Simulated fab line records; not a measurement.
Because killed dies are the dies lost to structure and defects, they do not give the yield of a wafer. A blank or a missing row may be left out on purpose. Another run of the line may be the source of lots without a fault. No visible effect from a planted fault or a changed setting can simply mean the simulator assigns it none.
Code-filled problem report in 8D (eight disciplines) form | flow nand-harc | the parts of the form that need people (team, actions taken, sign-off) are left out

1. WHAT WENT WRONG
Wafers without a fault read 100.0 nm, standard deviation 0.4; cd-nm at NHARC_A_CHANNEL_HOLE_D1_CD_MEAS_10 reads a mean of 111.3 nm on 4 wafers belonging to 2 lots. That is +28 standard deviations from the usual mean.
The step: target cd 100 nm.
First observed at day 10 11:08: wafer L432.2, on cd-sem-03. At this step, 28 wafers from 10 lots have a number in the record. The rule behind "out" and "out of limits": a value lying over 4 standard deviations away from the usual mean. The other wafers with a number count as sound.

2. WHAT THIS IS AND IS NOT
question                    | is                     | is not
which readings at this step | cd-nm                  | -
which lots                  | L432, L436             | L424, L426, L427, L429, L431, L437, L439, L446
which wafers of those lots  | all that have a number | -
read on which gauges        | cd-sem-02, cd-sem-03   | cd-sem-01
when                        | from day 10 11:08      | up to then (15 sound wafers); but 9 sound wafers of L437, L439, L446 came after

3. THE SUSPECTS, EACH WITH WHAT RULES IT OUT
Counting: any tool at a process step up to the reading is kept as a suspect provided that every lot that is out went through it and no sound lot did after the first of them.
- the gauge at NHARC_A_CHANNEL_HOLE_D1_CD_MEAS_10: ruled out. Those wafers that are out were read across 2 gauges (cd-sem-02, cd-sem-03).
- litho-track-06 at NHARC_A_CHANNEL_HOLE_D1_PEB_08 (peb time 65 s): kept. It ran every lot that is out, first L432 (day 10 11:04), and no sound lot after that; its last sound lot up to then is L431 (day 9 20:47).
Left after counting: litho-track-06 at NHARC_A_CHANNEL_HOLE_D1_PEB_08.

4. THE CAUSE (what the simulator had put in)
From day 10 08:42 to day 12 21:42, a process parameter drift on litho-track-06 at NHARC_A_CHANNEL_HOLE_D1_PEB_08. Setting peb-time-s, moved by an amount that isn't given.
Only this tool survived the counting.

5. THE CHAIN OF EFFECTS, in route order
Each row: a reading where the mean over the struck wafers with a number is more than 3 standard deviations away from the usual. Scope: only readings with a usual standard deviation given in the record; hours: median across lots of the time from each lot's start at the first step in this table that gives one to its start at this step; sigmas: change in usual standard deviations.
hours | step                               | reading                           | usual    | on struck wafers | change | sigmas
0     | NHARC_A_CHANNEL_HOLE_D1_CD_MEAS_10 | cd-nm                             | 100.0 nm | 111.3            | +11.3  | +28
7     | NHARC_A_CHANNEL_HOLE_D1_CD_MEAS_30 | cd-nm                             | 90.2 nm  | 102.1            | +11.9  | +13
7     | NHARC_A_CHANNEL_HOLE_D1_XSEM_31    | bot-cd-nm                         | 74.8 nm  | 87.0             | +12.2  | +12
261   | NHARC_END_WLT_00                   | VT_DECK1_BOTTOM                   | 0.868    | 0.896            | +0.028 | +3.6
261   | NHARC_END_WLT_00                   | VT_DECK1_BOTTOM_INNER             | 0.868    | 0.895            | +0.027 | +3.8
261   | NHARC_END_WLT_00                   | VT_DECK1_MEDIAN_NEAR_BOTTOM       | 0.870    | 0.899            | +0.029 | +3.8
261   | NHARC_END_WLT_00                   | VT_DECK1_MEDIAN_NEAR_BOTTOM_INNER | 0.869    | 0.896            | +0.027 | +3.9
261   | NHARC_END_WLT_00                   | VT_DECK1_MIDDLE                   | 0.882    | 0.905            | +0.023 | +3.3
261   | NHARC_END_WLT_00                   | VT_DECK1_MIDDLE_INNER             | 0.881    | 0.908            | +0.027 | +3.8
It contains these process steps:
- NHARC_A_CHANNEL_HOLE_D1_XSEM_31
Later steps that measure or inspect, where all struck wafers having a row at the step show a number for every such reading and not one has moved that far: NHARC_END_SORT_01.

6. HOW IT WOULD HAVE BEEN CAUGHT EARLIER
The first out-of-limits reading at a measuring or inspecting step in this record came at day 10 11:08, 2 hours after the fault's start at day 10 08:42.
Tool readings at NHARC_A_CHANNEL_HOLE_D1_PEB_08 with a usual standard deviation given in the record: none out on any struck wafer, hence no alarm at a limit of 4 standard deviations on them.
Among the 2 lots that are out, L436 began NHARC_A_CHANNEL_HOLE_D1_PEB_08 on litho-track-06 after day 10 11:08. It would have been spared by a hold on the tool at that moment.
